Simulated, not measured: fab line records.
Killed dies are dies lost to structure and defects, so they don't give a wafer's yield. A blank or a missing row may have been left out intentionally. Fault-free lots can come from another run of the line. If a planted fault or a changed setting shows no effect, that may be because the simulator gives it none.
Split-lot experiment | flow n5Finfet | route with 1938 steps; 7 lots, 21 wafers read

## THE SPLIT ITSELF
At N5_BEOL_M2_COAT_22 (resist thk 30 nm), the setting spinRpm was moved away from the recipe's 1500 rpm on 5 of the 21 wafers read, by -6.8% to +10.7%. For the rest of the wafers, this setting stayed at what the recipe calls for.

## FROM THE SPLIT TO THE READING: what the file shows between them, 5 steps
- N5_BEOL_M2_EBR_24
- N5_BEOL_M2_SOFTBAKE_23: time 60 s
- N5_BEOL_M2_EXPOSE_25: exposes mask V1, defocus 5 nm
- N5_BEOL_M2_PEB_26: peb time 60 s
- N5_BEOL_M2_DEVELOP_27: develop time 30 s

## THE READING
CAR-EUV_of_BEOL_M2_COAT_22.thkNm (the simulator's own value, which no gauge read), in nm, at N5_BEOL_M2_DESCUM_33 (chemistry O2, time 7 s). The file gives no usual value for it. Here, 16 wafers ran the recipe; their average is 25.9 nm with a standard deviation of 0.33 nm.

wafer  | tool, chamber at the split | spinRpm as run, rpm | against the recipe | CAR-EUV_of_BEOL_M2_COAT_22.thkNm, nm | against lot-mates on the recipe
L074.4 | lithoTrack-04, 0           | 1500                | recipe             | 25.8                                 | -
L074.5 | lithoTrack-04, 0           | 1500                | recipe             | 25.2                                 | -
L074.6 | lithoTrack-04, 0           | 1500                | recipe             | 25.2                                 | -
L075.2 | lithoTrack-03, 0           | 1602                | +6.8%              | 25.2                                 | -1.0
L075.3 | lithoTrack-03, 0           | 1500                | recipe             | 26.2                                 | -
L075.6 | lithoTrack-03, 0           | 1500                | recipe             | 26.2                                 | -
L078.2 | lithoTrack-01, 0           | 1604                | +6.9%              | 25.8                                 | -0.2
L078.6 | lithoTrack-01, 0           | 1604                | +6.9%              | 25.8                                 | -0.2
L078.4 | lithoTrack-01, 0           | 1500                | recipe             | 26                                   | -
L080.1 | lithoTrack-04, 0           | 1500                | recipe             | 25.8                                 | -
L080.5 | lithoTrack-04, 0           | 1500                | recipe             | 25.8                                 | -
L080.4 | lithoTrack-04, 0           | 1660                | +10.7%             | 24.6                                 | -1.2
L084.3 | lithoTrack-01, 0           | 1500                | recipe             | 26.2                                 | -
L084.4 | lithoTrack-01, 0           | 1500                | recipe             | 26.2                                 | -
L084.5 | lithoTrack-01, 0           | 1500                | recipe             | 26.2                                 | -
L088.1 | lithoTrack-01, 0           | 1500                | recipe             | 26                                   | -
L088.3 | lithoTrack-01, 0           | 1500                | recipe             | 26                                   | -
L088.4 | lithoTrack-01, 0           | 1398                | -6.8%              | 27.2                                 | +1.2
L096.1 | lithoTrack-01, 0           | 1500                | recipe             | 26                                   | -
L096.2 | lithoTrack-01, 0           | 1500                | recipe             | 26                                   | -
L096.6 | lithoTrack-01, 0           | 1500                | recipe             | 26.4                                 | -

FIT RESULTS
A straight line over all 21 wafers: CAR-EUV_of_BEOL_M2_COAT_22.thkNm changes by -0.105 nm for each +1% of spinRpm; r = -0.73; the points scatter about the line by 0.37 nm.
The same after taking each lot's own level away (the mean of its wafers on the recipe; 21 wafers): -0.106 nm for each +1%; r = -0.85; scatter 0.25 nm.
According to that fit, moving spinRpm by its largest amount changes the reading by 1.1 nm.
The lots' own levels span 25.40 to 26.20 nm, that is 2.4 times the standard deviation above.
So the lot-to-lot level blurs the effect unless lot-mates are compared.
Check: with one of the wafers moved furthest among these (+10.7%) left out of the fit, the line predicts -0.99 nm for it against its lot-mates. Against them it came out at -1.2 nm.

## THESE WAFERS: OTHER SPLITS
Other splits were also applied to these wafers ahead of the reading. Each is held against what the fit with the lots' levels taken away leaves over:
other split on the same wafers  | wafers away from the commonest value | r with CAR-EUV_of_BEOL_M2_COAT_22.thkNm (lot level and that fit taken away)
N5_BEOL_M1_TRENCH_ETCH_37 biasW | 6                                    | -0.05

## THE WHOLE CHAIN: every reading that the file lists as answering this split, in the file's order
step                   | what it does                                                | reading                                                                           | change (the file's fit)                                                               | r (the file's)
N5_BEOL_M2_COAT_22     | resist thk 30 nm                                            | CAR-EUV_of_BEOL_M2_COAT_22.thkNm (the simulator's own value, which no gauge read) | -0.139 nm for each +1% of the setting                                                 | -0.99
N5_BEOL_M2_DEVELOP_27  | develop time 30 s                                           | CAR-EUV_of_BEOL_M2_COAT_22.thkNm (the simulator's own value, which no gauge read) | -0.147 nm for each +1% of the setting                                                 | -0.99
N5_BEOL_M2_DESCUM_33   | chemistry O2, time 7 s                                      | CAR-EUV_of_BEOL_M2_COAT_22.thkNm (the simulator's own value, which no gauge read) | -0.115 nm for each +1% of the setting                                                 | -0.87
N5_BEOL_M2_ETCH_77     | etches underlayer in N2/H2, target depth 6.5 nm, time 5.2 s | CAR-EUV_of_BEOL_M2_COAT_22.thkNm (the simulator's own value, which no gauge read) | -0.154 nm for each +1% of the setting, in a fit together with timeS@BEOL_M2_DESCUM_33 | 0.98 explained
N5_BEOL_M2_ETCH_69     | etches SiARC in CF4, target depth 15.6 nm, time 26 s        | CAR-EUV_of_BEOL_M2_COAT_22.thkNm (the simulator's own value, which no gauge read) | -0.15 nm for each +1% of the setting, in a fit together with timeS@BEOL_M2_DESCUM_33  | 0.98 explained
N5_BEOL_M2_ETCHBACK_99 | etches SiO2 in CHF3, target depth 5 nm, time 10.4 s         | CAR-EUV_of_BEOL_M2_COAT_22.thkNm (the simulator's own value, which no gauge read) | -0.151 nm for each +1% of the setting, in a fit together with timeS@BEOL_M2_DESCUM_33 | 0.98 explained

## FILE'S OWN FIT
CAR-EUV_of_BEOL_M2_COAT_22.thkNm changes by -0.115 nm for each +1% of spinRpm, r = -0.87.
